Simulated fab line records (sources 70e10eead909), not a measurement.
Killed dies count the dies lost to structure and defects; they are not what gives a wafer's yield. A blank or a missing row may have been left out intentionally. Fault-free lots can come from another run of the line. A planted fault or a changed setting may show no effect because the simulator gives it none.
Struck lot and sound lot, side by side	flow nandHarc	45 steps out of a route of 1159
Sound: the wafers L199.1, L199.3, L199.5. Struck: wafer L213.4. The cause is given at the end.
For every step that has rows: the tool of each side, followed by ch and its chambers, followed by its first start. Under that, the readings that differ: sound wafers	struck wafers	difference of the means	sigmas: that difference in standard deviations of wafers without a fault.
alike: a reading whose means differ by less than 2 such deviations, as well as words and numbers matching on both sides. not compared: withheld readings; readings where some wafer has no value; bounds like >300 that might hide an equal value; numbers whose values overlap and for which the record gives no deviation.
Wherever a step has rows on one side only, a row that says differs or no value, or a row with sigmas, the two part there. When numbers do not overlap yet have no deviation, they are printed without sigmas and do not part them. A reading that every wafer of one side lacks parts them only if that side has two wafers or more.

NHARC_P_GATE_CD_MEAS_26: target cd 120 nm.
  sound on cdSem-01 ch 0, day 5 18:46; struck on cdSem-02 ch 0, day 8 19:07
  alike: cdNm
NHARC_P_GATE_OVL_MEAS_27:
  sound on overlay-01, day 5 18:51; struck on overlay-01, day 8 19:12
  alike: overlayXNm, overlayYNm
NHARC_P_GATE_INSPECT_28:
  sound on defectInspect-02, day 5 18:53; struck on defectInspect-01, day 8 19:14
  alike: rawDefectCount
NHARC_P_GATE_DESCUM_31: chemistry O2, time 3 s.
  sound on rieDiel-05 ch 0,2, day 5 18:57; struck on rieDiel-07 ch 2, day 8 19:23
reading	sound	struck	difference	sigmas
drypumpMotorCurrentA (A)	5.6 5.5 5.6	6.7	+1.1	+3
  alike: oesProductAu, rfVppV, showerheadPlenumPTorr, throttleValvePct
  not compared: rfHoursCounterH
then, 5 steps without rows for these wafers: NHARC_P_GATE_ETCH_104 (etches the open film in CF4/CHF3, target depth 60 nm); NHARC_P_GATE_HM_OPEN_105 (chemistry O2/COS, target depth 360 nm); NHARC_P_GATE_STRIP_106 (strips in O2/COS); NHARC_P_GATE_ETCH_114 (etches the open film in CF4/O2, target depth 30 nm, overetch 3 nm, time 16.5 s); NHARC_P_GATE_ETCH_32 (etches the open film in HBr/Cl2, target depth 150 nm, time 100.1 s).
NHARC_P_GATE_STRIP_108: strips in O2.
  sound on rieDiel-11 ch 0,2, day 5 19:34; struck on rieDiel-07 ch 3, day 8 20:08
reading	sound	struck	difference	sigmas
drypumpMotorCurrentA (A)	6.0 6.1 6.0	5.0	-1.0	-2
showerheadPlenumPTorr (Torr)	3.40 3.40 3.40	3.76	+0.36	+2
  alike: oesProductAu, rfVppV, throttleValvePct
  not compared: rfHoursCounterH
NHARC_P_GATE_CD_MEAS_33:
  sound on cdSem-01, day 5 19:45; struck on cdSem-01, day 8 20:15
reading	sound	struck	difference	sigmas
cdNm (nm)	120.8 121.7 121.7	127.1	+5.7	+2
then, 1 step without rows for these wafers: NHARC_P_GATE_STRIP_35 (strips in SPM, time 600 s).
NHARC_P_GATE_PRECLEAN_73: cleans in SC1.
  sound on wetBench-02 ch 2,3,7, day 5 19:52; struck on wetBench-02 ch 7, day 8 20:23
  alike: sc1H2o2EndMolL
following that, these wafers have no rows for 1 step: NHARC_P_GATE_SRD_74.
NHARC_P_GATE_ALD_36: deposits SiNx, target thk 20 nm, pulse time 60 s, ald cycles 223.
  sound on aldSin-01 ch 1,2,3, day 5 20:13; struck on aldSin-01 ch 0, day 8 23:53
  alike: heaterPowerW, precursorPulseHeightRel
then, 14 steps without rows for these wafers: NHARC_P_GATE_ETCHBACK_37 (etches the open film in CHF3/O2, target depth 34.5 nm, time 17.2 s); NHARC_P_GATE_STRIP_101 (strips in O2, time 20 s); NHARC_P_GATE_PRECLEAN_97 (cleans in SPM, time 600 s); NHARC_P_GATE_SRD_98; NHARC_P_GATE_PRECLEAN_99 (cleans in SC1); NHARC_P_GATE_SRD_100; NHARC_P_GATE_DEHYDRATE_38 (time 120 s); NHARC_P_GATE_HMDS_39 (time 30 s); NHARC_P_GATE_COAT_40; NHARC_P_GATE_SOFTBAKE_41 (time 95 s); NHARC_P_GATE_EBR_42; NHARC_P_GATE_EXPOSE_43 (exposes mask P NSD, target cd 720 nm); NHARC_P_GATE_PEB_44 (peb time 85 s); NHARC_P_GATE_DEVELOP_45 (time 70 s).
NHARC_P_GATE_CD_MEAS_46: target cd 720 nm.
  sound on cdSem-02 ch 0, day 6 06:53; struck on cdSem-03 ch 0, day 9 07:12
  alike: cdNm
then, 3 steps without rows for these wafers: NHARC_P_GATE_HARDBAKE_47 (time 80 s); NHARC_P_GATE_DESCUM_48 (chemistry O2, time 3 s); NHARC_P_GATE_IMPLANT_49.
NHARC_P_GATE_STRIP_111: strips in N2/H2, time 250 s.
  sound on plasmaAsher-01 ch 0,1, day 6 07:29; struck on plasmaAsher-01 ch 0, day 9 08:49
  alike: drypumpMotorCurrentA, heaterPowerW
  not compared: rfHoursCounterH
NHARC_P_GATE_STRIP_75: strips in O2.
  sound on plasmaAsher-01 ch 0,1, day 6 07:44; struck on plasmaAsher-01 ch 0, day 9 08:59
  alike: drypumpMotorCurrentA, heaterPowerW
  not compared: rfHoursCounterH
then, 7 steps without rows for these wafers: NHARC_P_GATE_STRIP_50 (strips in SPM, time 900 s); NHARC_P_GATE_DEHYDRATE_51 (time 120 s); NHARC_P_GATE_HMDS_52 (time 30 s); NHARC_P_GATE_COAT_53; NHARC_P_GATE_SOFTBAKE_54 (time 95 s); NHARC_P_GATE_EBR_55; NHARC_P_GATE_EXPOSE_56 (exposes mask P PSD, target cd 720 nm).
NHARC_P_GATE_INSPECT_68:
  sound on defectInspect-02, day 6 13:26; struck on defectInspect-02, day 9 15:34
reading	sound	struck	difference	sigmas
rawDefectCount	275 395 346	1232	+893	+10
  not compared: hold
NHARC_P_CONTACT_DEP_30: deposits SiNx, target thk 30 nm.
  sound on pecvd-04 ch 0,1,2, day 6 13:31; struck on pecvd-01 ch 0, day 9 17:59
reading	sound	struck	difference	sigmas
hold	- - -	awaitDispo/2.0h/release	no value on the sound wafers	
  alike: heaterPowerW
-- record jumps: 17 days between struck wafers' starts before vs after; left off in module P_CONTACT, resumes in module END, first step shown is number 1159 of the route --
NHARC_END_SORT_01:
  sound on prober-02 ch 0, day 21 11:49; struck on prober-01 ch 0, day 26 12:40
reading	sound	struck	difference	sigmas
killedAtArray	11 11 8	54	+44	+4
killedAtPeriphery	1 4 3	101	+98	+49
killedDies	12 16 11	155	+142	+13
  alike: killedAtOther, killedOpen, killedShort

## WHERE THEY PART
Last at NHARC_END_SORT_01 as far as this record goes, first at NHARC_P_GATE_DESCUM_31.

WHY: what the simulator had put in
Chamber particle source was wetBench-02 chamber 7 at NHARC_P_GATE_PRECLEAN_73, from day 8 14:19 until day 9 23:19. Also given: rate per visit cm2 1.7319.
